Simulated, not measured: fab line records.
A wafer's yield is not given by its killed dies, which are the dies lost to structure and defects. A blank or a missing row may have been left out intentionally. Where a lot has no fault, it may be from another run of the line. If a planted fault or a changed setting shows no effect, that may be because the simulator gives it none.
fab line records | flow nand_harc | part 1 of 2: steps 1 to 4 of 6
record lots=20 | wafers=60 | last_day=33
route steps=1302 shown A_STAIRCASE@667
lots that met no fault: from a run of the same line without faults
start_h: the number of hours between the record's first day and the start of the first shown wafer of the lot | wait_h: time in hours since the lot's previous step | " the same as in the row above | L1.1+2: several wafers, shown together as one row | - no value, or no start was given | * or withheld: withheld | < > ~ a bound
route shown NAME@n: names a module that has steps shown in the file, with the first one's number in the route | usual: the fault-free wafers' mean and standard deviation | same: alike in all rows | chamber/n: place in a boat | sites: each site's reading | _std_site: how widely they spread, as a standard deviation | _edge_site: mean of outer sites minus mean of inner sites | radius_mm: for every site, how far away it sits from the centre of the wafer | mask NAME#n: copy n | behind: the last tool/chamber to shape the wafer | hold: what put the lot on hold/how long, in hours/how the hold closed | device: transistor that didn't switch, given as n, p or np | end of line: the route-end tests of the same wafers | where a step has no rows: the recipe by itself | killed: dies lost to structure and defects at the first sort, not the wafer's yield | map: the dies of a wafer, with x for killed, . for not killed, _ for no die there
set.NAME: the run value of the setting; set.NAME@STEP: its run value at that earlier step | model.NAME: the simulator's own value behind a step, which no gauge read
one table for each step of the route and one row for each wafer, over a sample of lots
services: when a tool's chamber went out of use (start_h, in hours from the record's first day, below 0 if earlier), for how many hours, and the reason
## steps
# step NHARC_A_STAIRCASE_DESCUM_11
# recipe time_s=3 | o2_flow_sccm=200 | ar_flow_sccm=0 | bias_power_w=0 | chemistry=O2
# usual chamber_pressure_mTorr=60.00/0.055 | drypump_motor_current_A=5.9/0.41 | o2_flow_sccm=200.0/0.64 | oes_product_au=1.004/0.011 | rf_vpp_V=57.8/0.89 | showerhead_plenum_p_Torr=1.91/0.078 | throttle_valve_pct=11.311/0.0098
# same bias_power_w=0
lot.wafer | tool        | chamber | start_h | wait_h | chamber_pressure_mTorr | drypump_motor_current_A | o2_flow_sccm | oes_product_au | rf_hours_counter_h | rf_vpp_V | showerhead_plenum_p_Torr | throttle_valve_pct
L074.2    | rie_diel-10 | 0       | 356.12  | -      | 59.96                  | 6.3                     | 199.8        | 0.998          | 34                 | 57.5     | 1.90                     | 11.312
L074.3    | "           | 3       | "       | "      | 60.06                  | 6.1                     | 199.2        | 0.993          | 36                 | 56.7     | 1.95                     | 11.302
L074.5    | "           | 3       | "       | "      | 59.98                  | 6.1                     | 199.2        | 0.999          | -                  | 56.6     | 1.95                     | 11.308
L076.3    | rie_diel-10 | 2       | 360.89  | -      | 60.06                  | 5.5                     | 199.8        | 1.020          | 34                 | 56.8     | 1.78                     | 11.321
L076.6    | "           | 2       | "       | "      | 59.91                  | 5.5                     | 199.9        | 1.017          | -                  | 57.5     | 1.78                     | 11.309
L076.5    | "           | 3       | "       | "      | 60.02                  | 6.2                     | 199.4        | 0.992          | -                  | 57.3     | 1.94                     | 11.316
L077.2    | rie_diel-07 | 1       | 390.90  | -      | 60.04                  | 6.3                     | 199.6        | 0.987          | 26                 | 55.6     | 1.92                     | 11.308
L077.4    | "           | 0       | "       | "      | 60.01                  | 5.1                     | 200.2        | 0.987          | 15                 | 57.2     | 1.87                     | 11.303
L077.6    | "           | 1       | "       | "      | 59.94                  | 6.3                     | 199.3        | 0.982          | -                  | 56.6     | 1.92                     | 11.320
L079.2    | rie_diel-10 | 2       | 395.76  | -      | 59.96                  | 5.5                     | 200.8        | 1.019          | 47                 | 58.0     | 1.78                     | 11.321
L079.5    | "           | 2       | "       | "      | 60.01                  | 5.5                     | 200.0        | 1.016          | -                  | 57.9     | 1.78                     | 11.305
L079.6    | "           | 3       | "       | "      | 59.92                  | 6.2                     | 200.7        | 0.985          | -                  | 58.4     | 1.94                     | 11.323
L080.3    | rie_diel-11 | 2       | 415.82  | -      | 59.97                  | 5.5                     | 200.0        | 1.002          | 48                 | 58.2     | 1.83                     | 11.310
L080.4    | "           | 3       | "       | "      | 60.10                  | 6.3                     | 198.8        | 1.014          | 52                 | 57.9     | 1.97                     | 11.310
L080.6    | "           | 2       | "       | "      | 59.96                  | 5.5                     | 199.7        | 1.003          | -                  | 57.5     | 1.83                     | 11.320
L081.4    | rie_diel-07 | 0       | 430.30  | -      | 60.09                  | 5.1                     | 200.1        | 1.004          | 25                 | 56.5     | 1.87                     | 11.322
L081.2    | "           | 2       | "       | "      | 59.96                  | 5.8                     | 200.1        | 0.997          | 39                 | 54.8     | 1.79                     | 11.293
L081.6    | "           | 3       | "       | "      | 60.03                  | 6.1                     | 199.3        | 1.017          | -                  | 58.0     | 1.88                     | 11.319
L082.4    | rie_diel-11 | 3       | 432.76  | -      | 60.07                  | 6.3                     | 199.7        | 1.010          | 60                 | 57.8     | 1.96                     | 11.314
L082.2    | "           | 0       | "       | "      | 59.93                  | 5.3                     | 200.3        | 0.996          | 58                 | 58.5     | 2.04                     | 11.298
L082.5    | "           | 2       | "       | "      | 59.97                  | 5.6                     | 200.1        | 1.010          | -                  | 57.1     | 1.83                     | 11.326
L084.4    | rie_diel-07 | 2       | 444.91  | -      | 60.00                  | 5.8                     | 199.3        | 0.985          | 48                 | 57.4     | 1.78                     | 11.299
L084.3    | "           | 3       | "       | "      | 59.99                  | 6.0                     | 199.1        | 1.016          | 47                 | 57.3     | 1.88                     | 11.287
L084.6    | "           | 1       | "       | "      | 60.03                  | 6.3                     | 200.5        | 1.003          | -                  | 57.9     | 1.92                     | 11.311
L083.2    | rie_diel-11 | 2       | 445.05  | -      | 60.06                  | 5.5                     | 200.2        | 1.011          | 0                  | 58.0     | 1.83                     | 11.310
L083.4    | "           | 0       | "       | "      | 59.94                  | 5.3                     | 200.8        | 0.999          | 0                  | 58.9     | 2.04                     | 11.298
L083.3    | "           | 1       | "       | "      | 59.98                  | 6.4                     | 200.6        | 1.029          | 0                  | 58.5     | 1.95                     | 11.300
L085.3    | rie_diel-11 | 2       | 457.05  | -      | 60.00                  | 5.6                     | 199.5        | 0.993          | 4                  | 56.7     | 1.83                     | 11.290
L085.2    | "           | 3       | "       | "      | 60.06                  | 6.3                     | 199.7        | 1.007          | 4                  | 58.4     | 1.96                     | 11.325
L085.5    | "           | 0       | "       | "      | 60.00                  | 5.3                     | 200.0        | 1.007          | -                  | 59.1     | 2.03                     | 11.320
L088.3    | rie_diel-10 | 3       | 492.70  | -      | 59.94                  | 6.1                     | 200.3        | 1.006          | 16                 | 57.7     | 1.93                     | 11.300
L088.2    | "           | 1       | "       | "      | 59.94                  | 6.1                     | 199.7        | 1.001          | 20                 | 57.4     | 1.85                     | 11.310
L088.6    | "           | 3       | "       | "      | 60.01                  | 6.1                     | 199.2        | 1.007          | -                  | 57.6     | 1.93                     | 11.311
L089.2    | rie_diel-10 | 0       | 500.86  | -      | 60.05                  | 6.2                     | 199.4        | 1.017          | 19                 | 58.3     | 1.88                     | 11.311
L089.3    | "           | 1       | "       | "      | 59.99                  | 6.1                     | 200.4        | 1.003          | 22                 | 57.1     | 1.85                     | 11.316
L089.4    | "           | 2       | "       | "      | 60.04                  | 5.5                     | 201.2        | 1.021          | 20                 | 58.9     | 2.07                     | 11.329
L090.4    | rie_diel-10 | 1       | 514.70  | -      | 60.02                  | 6.1                     | 200.0        | 0.994          | 27                 | 56.4     | 1.85                     | 11.315
L090.5    | "           | 1       | "       | "      | 60.03                  | 6.2                     | 200.2        | 0.992          | -                  | 57.2     | 1.85                     | 11.313
L090.6    | "           | 2       | "       | "      | 60.14                  | 5.5                     | 200.9        | 1.008          | -                  | 58.4     | 2.07                     | 11.297
L091.4    | rie_diel-07 | 2       | 527.28  | -      | 60.04                  | 5.7                     | 199.5        | 0.979          | 12                 | 56.3     | 1.78                     | 11.303
L091.3    | "           | 3       | "       | "      | 60.01                  | 6.0                     | 198.0        | 0.992          | 10                 | 58.1     | 1.87                     | 11.318
L091.5    | "           | 1       | "       | "      | 60.00                  | 6.3                     | 200.5        | 0.996          | -                  | 57.6     | 1.91                     | 11.297
L093.1    | rie_diel-07 | 2       | 533.09  | -      | 59.94                  | 5.7                     | 200.8        | 1.015          | 13                 | 59.1     | 1.78                     | 11.322
L093.5    | "           | 1       | "       | "      | 59.97                  | 6.3                     | 201.5        | 0.999          | -                  | 59.6     | 1.91                     | 11.307
L093.6    | "           | 2       | "       | "      | 59.96                  | 5.8                     | 200.5        | 1.009          | -                  | 57.3     | 1.78                     | 11.311
L092.3    | rie_diel-10 | 0       | 533.25  | -      | 59.85                  | 6.3                     | 199.0        | 1.017          | 34                 | 57.7     | 1.88                     | 11.319
L092.4    | "           | 3       | "       | "      | 60.00                  | 6.1                     | 201.4        | 1.017          | 31                 | 58.1     | 1.93                     | 11.316
L092.5    | "           | 1       | "       | "      | 59.96                  | 6.1                     | 199.3        | 1.014          | -                  | 58.5     | 1.85                     | 11.330
L094.1    | rie_diel-10 | 2       | 543.00  | -      | 60.02                  | 5.5                     | 199.7        | 1.018          | 35                 | 59.4     | 2.06                     | 11.313
L094.3    | "           | 3       | "       | "      | 59.96                  | 6.1                     | 199.4        | 1.020          | 34                 | 57.4     | 1.93                     | 11.327
L094.6    | "           | 1       | "       | "      | 59.94                  | 6.1                     | 201.8        | 1.005          | -                  | 57.6     | 1.85                     | 11.321
L095.1    | rie_diel-11 | 2       | 561.90  | -      | 59.97                  | 5.6                     | 200.1        | 1.002          | 35                 | 57.2     | 1.82                     | 11.320
L095.4    | "           | 3       | "       | "      | 60.03                  | 6.3                     | 200.4        | 0.983          | 37                 | 59.2     | 1.95                     | 11.320
L095.5    | "           | 0       | "       | "      | 60.01                  | 5.3                     | 199.8        | 1.011          | -                  | 57.5     | 2.02                     | 11.301
L096.4    | rie_diel-10 | 3       | 568.99  | -      | 59.98                  | 6.1                     | 200.3        | 1.014          | 43                 | 56.8     | 1.92                     | 11.301
L096.2    | "           | 0       | "       | "      | 60.13                  | 6.3                     | 199.8        | 1.016          | 45                 | 57.6     | 1.87                     | 11.305
L096.5    | "           | 0       | "       | "      | 60.01                  | 6.3                     | 201.0        | 1.009          | -                  | 57.2     | 1.87                     | 11.307
L097.3    | rie_diel-10 | 2       | 575.94  | -      | 59.94                  | 5.5                     | 199.1        | 1.013          | 48                 | 57.3     | 2.06                     | 11.320
L097.1    | "           | 3       | "       | "      | 60.00                  | 6.1                     | 199.5        | 1.023          | 46                 | 58.1     | 1.92                     | 11.304
L097.5    | "           | 1       | "       | "      | 59.97                  | 6.1                     | 200.8        | 0.993          | -                  | 56.7     | 1.84                     | 11.301
# step NHARC_A_STAIRCASE_ETCH_23
# recipe target_depth_a=1000 | time_s=40.5 | ion_energy_ev=400 | c4f8_flow_sccm=20 | o2_flow_sccm=10 | ar_flow_sccm=withheld | rf_w=600 | bias_w=1000 | chemistry=C4F8/O2
# usual chamber_pressure_mTorr=24.999/0.024 | oes_product_au=0.951/0.012 | rf_vpp_V=896/5
lot.wafer | tool        | chamber | start_h | wait_h | chamber_pressure_mTorr | oes_product_au | rf_hours_counter_h | rf_vpp_V
L074.2    | rie_diel-07 | 3       | -       | -      | 24.981                 | 0.932          | 19                 | 894
L074.3    | "           | 1       | "       | "      | 25.015                 | 0.921          | 18                 | 897
L074.5    | "           | 3       | "       | "      | 25.025                 | 0.945          | -                  | 892
L076.3    | rie_diel-10 | 0       | -       | -      | 25.023                 | 0.950          | 36                 | 894
L076.6    | "           | 2       | "       | "      | 25.010                 | 0.954          | -                  | 888
L076.5    | "           | 0       | "       | "      | 24.990                 | 0.953          | -                  | 896
L077.4    | rie_diel-10 | 1       | -       | -      | 24.999                 | 0.940          | 35                 | 892
L077.2    | "           | 2       | "       | "      | 25.014                 | 0.985          | 46                 | 887
L077.6    | "           | 1       | "       | "      | 24.973                 | 0.947          | -                  | 893
L079.2    | rie_diel-10 | 1       | -       | -      | 24.980                 | 0.937          | 39                 | 891
L079.5    | "           | 3       | "       | "      | 24.984                 | 0.930          | -                  | 898
L079.6    | "           | 0       | "       | "      | 24.967                 | 0.944          | -                  | 894
L080.3    | rie_diel-11 | 0       | -       | -      | 24.965                 | 0.952          | 53                 | 903
L080.4    | "           | 2       | "       | "      | 25.019                 | 0.958          | 49                 | 888
L080.6    | "           | 0       | "       | "      | 24.969                 | 0.950          | -                  | 902
L082.2    | rie_diel-07 | 0       | -       | -      | 25.027                 | 0.935          | 29                 | 892
L082.4    | "           | 2       | "       | "      | 24.984                 | 0.921          | 42                 | 888
L082.5    | "           | 1       | "       | "      | 25.007                 | 0.923          | -                  | 896
L081.4    | rie_diel-07 | 1       | -       | -      | 25.005                 | 0.937          | 39                 | 896
L081.2    | "           | 2       | "       | "      | 24.973                 | 0.936          | 42                 | 888
L081.6    | "           | 3       | "       | "      | 25.028                 | 0.955          | -                  | 894
L084.3    | rie_diel-10 | 3       | -       | -      | 25.036                 | 0.969          | 4                  | 897
L084.4    | "           | 1       | "       | "      | 24.976                 | 0.940          | 3                  | 891
L084.6    | "           | 0       | "       | "      | 25.001                 | 0.965          | -                  | 894
L083.3    | rie_diel-07 | 0       | -       | -      | 24.996                 | 0.973          | 34                 | 894
L083.4    | "           | 1       | "       | "      | 25.011                 | 0.946          | 43                 | 896
L083.2    | "           | 2       | "       | "      | 25.017                 | 0.927          | 49                 | 888
L085.2    | rie_diel-07 | 2       | -       | -      | 24.949                 | 0.934          | 53                 | 887
L085.3    | "           | 0       | "       | "      | 25.009                 | 0.947          | 37                 | 893
L085.5    | "           | 0       | "       | "      | 25.014                 | 0.947          | -                  | 893
L088.2    | rie_diel-10 | 2       | -       | -      | 25.024                 | 0.962          | 18                 | 905
L088.3    | "           | 0       | "       | "      | 24.985                 | 0.950          | 18                 | 893
L088.6    | "           | 2       | "       | "      | 24.986                 | 0.963          | -                  | 906
L089.3    | rie_diel-11 | 3       | -       | -      | 24.977                 | 0.970          | 17                 | 900
L089.2    | "           | 1       | "       | "      | 25.030                 | 0.958          | 17                 | 899
L089.4    | "           | 2       | "       | "      | 25.023                 | 0.948          | 18                 | 890
L090.4    | rie_diel-11 | 0       | -       | -      | 24.984                 | 0.938          | 22                 | 902
L090.6    | "           | 0       | "       | "      | 25.020                 | 0.936          | -                  | 902
L090.5    | "           | 1       | "       | "      | 24.971                 | 0.944          | -                  | 898
L091.3    | rie_diel-10 | 0       | -       | -      | 24.972                 | 0.952          | 33                 | 894
L091.4    | "           | 1       | "       | "      | 25.026                 | 0.960          | 35                 | 893
L091.5    | "           | 0       | "       | "      | 25.049                 | 0.964          | -                  | 894
L093.1    | rie_diel-11 | 2       | -       | -      | 25.022                 | 0.943          | 27                 | 891
L093.6    | "           | 3       | "       | "      | 24.965                 | 0.940          | -                  | 899
L093.5    | "           | 0       | "       | "      | 24.984                 | 0.954          | -                  | 904
L092.4    | rie_diel-10 | 0       | -       | -      | 24.986                 | 0.958          | 34                 | 894
L092.3    | "           | 1       | "       | "      | 25.041                 | 0.942          | 36                 | 892
L092.5    | "           | 2       | "       | "      | 24.975                 | 0.969          | -                  | 907
L094.3    | rie_diel-10 | 2       | -       | -      | 25.014                 | 0.957          | 37                 | 906
L094.1    | "           | 1       | "       | "      | 25.020                 | 0.929          | 40                 | 892
L094.6    | "           | 2       | "       | "      | 24.991                 | 0.957          | -                  | 904
L095.1    | rie_diel-11 | 1       | -       | -      | 25.045                 | 0.960          | 39                 | 897
L095.4    | "           | 3       | "       | "      | 24.981                 | 0.939          | 38                 | 898
L095.5    | "           | 1       | "       | "      | 24.993                 | 0.971          | -                  | 897
L096.4    | rie_diel-11 | 1       | -       | -      | 25.002                 | 0.961          | 41                 | 898
L096.2    | "           | 2       | "       | "      | 25.039                 | 0.951          | 38                 | 888
L096.5    | "           | 0       | "       | "      | 24.959                 | 0.938          | -                  | 903
L097.1    | rie_diel-10 | 1       | -       | -      | 24.992                 | 0.937          | 52                 | 892
L097.3    | "           | 2       | "       | "      | 24.970                 | 0.959          | 48                 | 905
L097.5    | "           | 1       | "       | "      | 24.980                 | 0.950          | -                  | 892
# step NHARC_A_STAIRCASE_ETCH_203
# recipe target_depth_a=1000 | time_s=40.5 | ion_energy_ev=400 | c4f8_flow_sccm=20 | o2_flow_sccm=10 | ar_flow_sccm=withheld | rf_w=600 | bias_w=1000 | chemistry=C4F8/O2
# usual chamber_pressure_mTorr=25.001/0.023 | oes_product_au=0.946/0.011 | rf_vpp_V=895/4.9
lot.wafer | tool        | chamber | start_h | wait_h | chamber_pressure_mTorr | oes_product_au | rf_hours_counter_h | rf_vpp_V
L074.3    | rie_diel-07 | 1       | -       | -      | 25.027                 | 0.933          | 20                 | 898
L074.2    | "           | 2       | "       | "      | 24.958                 | 0.957          | 21                 | 887
L074.5    | "           | 3       | "       | "      | 25.008                 | 0.959          | -                  | 893
L076.3    | rie_diel-07 | 0       | -       | -      | 24.990                 | 0.934          | 11                 | 894
L076.6    | "           | 1       | "       | "      | 25.003                 | 0.932          | -                  | 897
L076.5    | "           | 2       | "       | "      | 25.006                 | 0.942          | -                  | 889
L077.4    | rie_diel-11 | 1       | -       | -      | 25.027                 | 0.947          | 46                 | 898
L077.2    | "           | 3       | "       | "      | 24.996                 | 0.954          | 49                 | 901
L077.6    | "           | 1       | "       | "      | 25.026                 | 0.945          | -                  | 900
L079.2    | rie_diel-10 | 2       | -       | -      | 24.993                 | 0.953          | 54                 | 887
L079.6    | "           | 1       | "       | "      | 25.009                 | 0.936          | -                  | 893
L079.5    | "           | 2       | "       | "      | 25.008                 | 0.955          | -                  | 887
L080.3    | rie_diel-10 | 3       | -       | -      | 24.995                 | 0.947          | 61                 | 899
L080.4    | "           | 0       | "       | "      | 24.949                 | 0.940          | 55                 | 894
L080.6    | "           | 0       | "       | "      | 24.992                 | 0.943          | -                  | 892
L082.2    | rie_diel-10 | 2       | -       | -      | 24.980                 | 0.964          | 1                  | 906
L082.4    | "           | 0       | "       | "      | 25.031                 | 0.949          | 1                  | 896
L082.5    | "           | 2       | "       | "      | 25.013                 | 0.961          | -                  | 905
L081.4    | rie_diel-07 | 1       | -       | -      | 25.008                 | 0.937          | 41                 | 899
L081.2    | "           | 2       | "       | "      | 25.027                 | 0.929          | 44                 | 888
L081.6    | "           | 0       | "       | "      | 25.014                 | 0.948          | -                  | 894
L084.4    | rie_diel-10 | 1       | -       | -      | 25.019                 | 0.947          | 5                  | 891
L084.3    | "           | 3       | "       | "      | 24.969                 | 0.957          | 5                  | 897
L084.6    | "           | 2       | "       | "      | 25.004                 | 0.962          | -                  | 906
L083.3    | rie_diel-11 | 2       | -       | -      | 24.934                 | 0.955          | 3                  | 890
L083.2    | "           | 3       | "       | "      | 25.013                 | 0.958          | 3                  | 899
L083.4    | "           | 0       | "       | "      | 25.024                 | 0.948          | 2                  | 904
L085.2    | rie_diel-07 | 1       | -       | -      | 24.995                 | 0.940          | 47                 | 896
L085.3    | "           | 2       | "       | "      | 24.991                 | 0.925          | 54                 | 888
L085.5    | "           | 2       | "       | "      | 24.991                 | 0.935          | -                  | 888
L088.3    | rie_diel-11 | 2       | -       | -      | 25.028                 | 0.944          | 17                 | 892
L088.2    | "           | 1       | "       | "      | 24.966                 | 0.953          | 16                 | 898
L088.6    | "           | 2       | "       | "      | 25.014                 | 0.949          | -                  | 889
L089.2    | rie_diel-07 | 1       | -       | -      | 24.999                 | 0.941          | 8                  | 897
L089.4    | "           | 2       | "       | "      | 25.034                 | 0.941          | 6                  | 887
L089.3    | "           | 3       | "       | "      | 25.012                 | 0.934          | 5                  | 894
L090.4    | rie_diel-07 | 2       | -       | -      | 24.966                 | 0.934          | 12                 | 888
L090.6    | "           | 2       | "       | "      | 24.966                 | 0.935          | -                  | 886
L090.5    | "           | 3       | "       | "      | 24.965                 | 0.937          | -                  | 894
L091.4    | rie_diel-11 | 2       | -       | -      | 24.994                 | 0.966          | 27                 | 891
L091.3    | "           | 3       | "       | "      | 24.976                 | 0.949          | 26                 | 898
L091.5    | "           | 2       | "       | "      | 24.970                 | 0.966          | -                  | 890
L092.3    | rie_diel-07 | 0       | -       | -      | 25.019                 | 0.942          | 17                 | 892
L092.4    | "           | 2       | "       | "      | 25.020                 | 0.960          | 14                 | 888
L092.5    | "           | 0       | "       | "      | 25.049                 | 0.933          | -                  | 892
L093.1    | rie_diel-10 | 0       | -       | -      | 24.965                 | 0.947          | 36                 | 894
L093.6    | "           | 1       | "       | "      | 25.000                 | 0.947          | -                  | 891
L093.5    | "           | 2       | "       | "      | 24.995                 | 0.956          | -                  | 905
L094.1    | rie_diel-11 | 3       | -       | -      | 24.974                 | 0.941          | 34                 | 899
L094.3    | "           | 1       | "       | "      | 24.974                 | 0.963          | 35                 | 897
L094.6    | "           | 3       | "       | "      | 24.980                 | 0.946          | -                  | 899
L095.1    | rie_diel-10 | 1       | -       | -      | 25.021                 | 0.941          | 49                 | 892
L095.4    | "           | 3       | "       | "      | 24.997                 | 0.951          | 43                 | 895
L095.5    | "           | 1       | "       | "      | 24.975                 | 0.948          | -                  | 891
L096.4    | rie_diel-07 | 1       | -       | -      | 24.993                 | 0.972          | 26                 | 895
L096.2    | "           | 2       | "       | "      | 25.029                 | 0.942          | 28                 | 888
L096.5    | "           | 0       | "       | "      | 24.983                 | 0.960          | -                  | 891
L097.1    | rie_diel-07 | 0       | -       | -      | 25.026                 | 0.942          | 33                 | 893
L097.3    | "           | 2       | "       | "      | 25.019                 | 0.928          | 31                 | 886
L097.5    | "           | 0       | "       | "      | 24.996                 | 0.949          | -                  | 892
# step NHARC_A_STAIRCASE_ETCH_236
# recipe target_depth_a=1000 | time_s=40.5 | ion_energy_ev=400 | c4f8_flow_sccm=20 | o2_flow_sccm=10 | ar_flow_sccm=withheld | rf_w=600 | bias_w=1000 | chemistry=C4F8/O2
# usual chamber_pressure_mTorr=25.002/0.023 | oes_product_au=0.948/0.01 | rf_vpp_V=895/4.8
lot.wafer | tool        | chamber | start_h | wait_h | chamber_pressure_mTorr | oes_product_au | rf_hours_counter_h | rf_vpp_V
L074.3    | rie_diel-11 | 3       | -       | -      | 24.967                 | 0.940          | 35                 | 899
L074.2    | "           | 1       | "       | "      | 25.034                 | 0.943          | 33                 | 898
L074.5    | "           | 3       | "       | "      | 25.020                 | 0.946          | -                  | 899
L076.3    | rie_diel-10 | 2       | -       | -      | 24.989                 | 0.960          | 39                 | 888
L076.5    | "           | 2       | "       | "      | 25.019                 | 0.948          | -                  | 888
L076.6    | "           | 3       | "       | "      | 25.049                 | 0.946          | -                  | 898
L077.4    | rie_diel-07 | 2       | -       | -      | 24.996                 | 0.933          | 30                 | 887
L077.2    | "           | 1       | "       | "      | 24.995                 | 0.929          | 29                 | 897
L077.6    | "           | 3       | "       | "      | 24.972                 | 0.949          | -                  | 893
L079.2    | rie_diel-11 | 2       | -       | -      | 25.025                 | 0.951          | 47                 | 891
L079.5    | "           | 2       | "       | "      | 24.998                 | 0.950          | -                  | 892
L079.6    | "           | 3       | "       | "      | 25.002                 | 0.973          | -                  | 899
L080.4    | rie_diel-11 | 2       | -       | -      | 24.998                 | 0.955          | 52                 | 890
L080.3    | "           | 0       | "       | "      | 24.957                 | 0.956          | 55                 | 903
L080.6    | "           | 2       | "       | "      | 24.978                 | 0.958          | -                  | 891
L082.4    | rie_diel-10 | 0       | -       | -      | 24.989                 | 0.946          | 3                  | 895
L082.2    | "           | 3       | "       | "      | 24.985                 | 0.936          | 4                  | 898
L082.5    | "           | 1       | "       | "      | 25.036                 | 0.943          | -                  | 893
L081.4    | rie_diel-07 | 0       | -       | -      | 24.947                 | 0.947          | 33                 | 893
L081.2    | "           | 1       | "       | "      | 24.981                 | 0.950          | 43                 | 897
L081.6    | "           | 1       | "       | "      | 25.024                 | 0.935          | -                  | 896
L084.3    | rie_diel-10 | 1       | -       | -      | 24.983                 | 0.936          | 6                  | 894
L084.6    | "           | 0       | "       | "      | 24.969                 | 0.959          | -                  | 894
L084.4    | "           | 1       | "       | "      | 24.991                 | 0.940          | -                  | 892
L083.4    | rie_diel-11 | 0       | -       | -      | 25.014                 | 0.945          | 3                  | 902
L083.3    | "           | 1       | "       | "      | 25.032                 | 0.956          | 3                  | 898
L083.2    | "           | 2       | "       | "      | 24.969                 | 0.952          | 4                  | 890
L085.3    | rie_diel-07 | 1       | -       | -      | 25.004                 | 0.958          | 48                 | 895
L085.2    | "           | 3       | "       | "      | 25.041                 | 0.955          | 54                 | 894
L085.5    | "           | 2       | "       | "      | 25.005                 | 0.946          | -                  | 886
L088.3    | rie_diel-11 | 1       | -       | -      | 25.008                 | 0.960          | 17                 | 900
L088.2    | "           | 2       | "       | "      | 25.055                 | 0.947          | 18                 | 888
L088.6    | "           | 0       | "       | "      | 24.985                 | 0.944          | -                  | 902
L089.3    | rie_diel-10 | 3       | -       | -      | 24.976                 | 0.950          | 21                 | 898
L089.4    | "           | 1       | "       | "      | 25.025                 | 0.948          | 27                 | 893
L089.2    | "           | 2       | "       | "      | 25.012                 | 0.948          | 24                 | 906
L090.4    | rie_diel-11 | 1       | -       | -      | 24.990                 | 0.964          | 28                 | 898
L090.6    | "           | 1       | "       | "      | 25.023                 | 0.960          | -                  | 897
L090.5    | "           | 2       | "       | "      | 24.959                 | 0.953          | -                  | 890
L091.4    | rie_diel-07 | 3       | -       | -      | 25.009                 | 0.940          | 13                 | 894
L091.3    | "           | 1       | "       | "      | 24.990                 | 0.957          | 18                 | 895
L091.5    | "           | 3       | "       | "      | 25.048                 | 0.949          | -                  | 894
L092.4    | rie_diel-10 | 2       | -       | -      | 24.973                 | 0.952          | 35                 | 905
L092.3    | "           | 3       | "       | "      | 24.992                 | 0.953          | 34                 | 897
L092.5    | "           | 3       | "       | "      | 25.003                 | 0.969          | -                  | 897
L093.1    | rie_diel-07 | 0       | -       | -      | 24.998                 | 0.940          | 21                 | 892
L093.6    | "           | 1       | "       | "      | 25.035                 | 0.937          | -                  | 897
L093.5    | "           | 2       | "       | "      | 25.014                 | 0.938          | -                  | 886
L094.1    | rie_diel-07 | 0       | -       | -      | 24.999                 | 0.941          | 22                 | 892
L094.3    | "           | 2       | "       | "      | 25.022                 | 0.945          | 21                 | 886
L094.6    | "           | 1       | "       | "      | 24.971                 | 0.934          | -                  | 896
L095.4    | rie_diel-11 | 1       | -       | -      | 24.997                 | 0.963          | 42                 | 899
L095.1    | "           | 3       | "       | "      | 25.003                 | 0.935          | 40                 | 897
L095.5    | "           | 1       | "       | "      | 25.018                 | 0.961          | -                  | 898
L096.4    | rie_diel-11 | 3       | -       | -      | 25.012                 | 0.961          | 42                 | 900
L096.2    | "           | 2       | "       | "      | 24.997                 | 0.948          | 40                 | 888
L096.5    | "           | 0       | "       | "      | 25.014                 | 0.952          | -                  | 902
L097.1    | rie_diel-10 | 1       | -       | -      | 25.040                 | 0.938          | 55                 | 892
L097.3    | "           | 3       | "       | "      | 25.037                 | 0.949          | 49                 | 897
L097.5    | "           | 0       | "       | "      | 24.989                 | 0.954          | -                  | 893
